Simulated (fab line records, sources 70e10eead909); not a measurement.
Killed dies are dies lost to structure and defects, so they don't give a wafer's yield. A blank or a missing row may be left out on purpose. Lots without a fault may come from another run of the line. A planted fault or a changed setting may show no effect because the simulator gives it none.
Chamber matching | flow nand_harc | NHARC_A_M0_PRE_CLEAN_31 on pecvd-04: 3 sister chambers
The step time 12 s. 20 wafers are shown with their chamber, then 10 later ones without.

WAFERS WITH THEIR CHAMBER
wafer  | chamber | heater_power_w (W) | heater_power_outer_w (W)
L080.3 | 1       | 791                | 459
L080.4 | 2       | 647                | 376
L080.5 | 0       | 650                | 352
L081.2 | 0       | 650                | 366
L081.3 | 1       | 770                | 443
L081.5 | 0       | 665                | 354
L084.1 | 1       | 760                | 449
L084.2 | 0       | 638                | 335
L084.3 | 2       | 543                | 314
L086.1 | 0       | 600                | 316
L086.3 | 2       | 563                | 316
L086.6 | 1       | 781                | 475
L089.1 | 2       | 543                | 315
L089.2 | 1       | 792                | 465
L089.5 | 0       | 643                | 353
L092.1 | 2       | 575                | 332
L092.3 | 0       | 654                | 350
L092.5 | 0       | 650                | 353
L096.1 | 2       | 620                | 374
L096.3 | 1       | 804                | 476

SIGNATURES (means of the wafers above)
reading              | chamber 0 | chamber 1 | chamber 2 | scatter within a chamber
heater_power_w       | 643.75    | 783.00    | 581.83    | 27.7
heater_power_outer_w | 347.38    | 461.17    | 337.83    | 20.1
Rule: a wafer's distance from a chamber is the root of the sum, over the readings, of the square of ((its reading less the chamber's mean) divided by the reading's scatter). The wafer belongs to the nearest chamber; if the next one is less than 2 further off, it can't be placed. The scatter: the root of (the sum of the squares of (reading less its chamber's mean) over the shown wafers, divided by (wafers less chambers)).

WAFERS WITHOUT THEIR CHAMBER
wafer  | heater_power_w (W) | heater_power_outer_w (W)
L096.4 | 629                | 385
L094.2 | 781                | 452
L094.3 | 586                | 341
L094.4 | 762                | 442
L095.2 | 798                | 475
L095.4 | 682                | 382
L095.5 | 820                | 483
L097.3 | 789                | 474
L097.4 | 589                | 298
L097.6 | 784                | 476

WHICH CHAMBER EACH WENT THROUGH
wafer  | from the rows above     | in truth
L096.4 | can't be placed: 0 or 2 | 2
L094.2 | 1                       | 1
L094.3 | can't be placed: 2 or 0 | 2
L094.4 | 1                       | 1
L095.2 | 1                       | 1
L095.4 | 0                       | 0
L095.5 | 1                       | 1
L097.3 | 1                       | 1
L097.4 | can't be placed: 2 or 0 | 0
L097.6 | 1                       | 1
Placed correctly: 7 of 10. Can't be placed from these rows: 3 (the true chamber is among the candidates in 3). Placed wrongly: 0.
